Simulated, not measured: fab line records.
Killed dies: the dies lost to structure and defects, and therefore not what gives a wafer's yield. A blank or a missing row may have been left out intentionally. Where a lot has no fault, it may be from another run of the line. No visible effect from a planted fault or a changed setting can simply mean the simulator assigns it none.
The same fault as seen by 2 desks + flow n5 finfet + only its own numbers are on each desk; what lay behind them is given at the end

## AT THE METROLOGY DESK
What the gauges read for every lot (on any tool): the sampled wafers with a number, averaged. Marked OUT: a lot whose mean sits more than 4 standard deviations from the usual mean, which makes it out of limits; the brackets give that distance.
Columns: A = M14_THK at N5_BEOL_M14_THK_MEAS_50, usual 566 nm
| lot  | first seen here | A   |
|------|-----------------|-----|
| L803 | day 11 20:35    | 575 |
| L805 | day 12 05:11    | 555 |
| L806 | day 12 12:13    | 564 |
| L807 | day 12 21:04    | 551 |
| L808 | day 13 08:01    | 557 |
| L811 | day 13 17:56    | 580 |
| L809 | day 13 20:54    | 558 |
| L820 | day 16 00:43    | 570 |
| L822 | day 16 23:45    | 551 |
| L823 | day 17 00:43    | 574 |
This desk's finding: nothing out of limits on any of the 10 lots.

## DESK OF THE TOOL OWNER: pvd sputter-02
The tool's own readings at N5_BEOL_M14_SPUTTER_43 (material TaN, target thk 15 nm, time 24.19 s): means of the sampled wafers that have a number, for each lot that ran on this tool. Marked OUT: a lot whose mean sits more than 4 standard deviations from the usual mean, which makes it out of limits; the brackets give that distance.
Columns: A = throttle valve pct at N5_BEOL_M14_SPUTTER_43, usual 29.8 %
| lot  | first seen here | A    |
|------|-----------------|------|
| L805 | day 12 04:08    | 29.6 |
| L806 | day 12 11:09    | 30.2 |
| L807 | day 12 19:26    | 29.4 |
| L808 | day 13 06:57    | 29.9 |
| L811 | day 13 16:53    | 30.3 |
| L809 | day 13 19:50    | 29.2 |
This desk's finding: nothing out of limits on any of the 6 lots.

## TAKEN TOGETHER
Metrology desk: nothing out of limits seen.
Nothing out of limits was seen by the tool owner's desk.

## WHAT THE SIMULATOR HAD INSERTED
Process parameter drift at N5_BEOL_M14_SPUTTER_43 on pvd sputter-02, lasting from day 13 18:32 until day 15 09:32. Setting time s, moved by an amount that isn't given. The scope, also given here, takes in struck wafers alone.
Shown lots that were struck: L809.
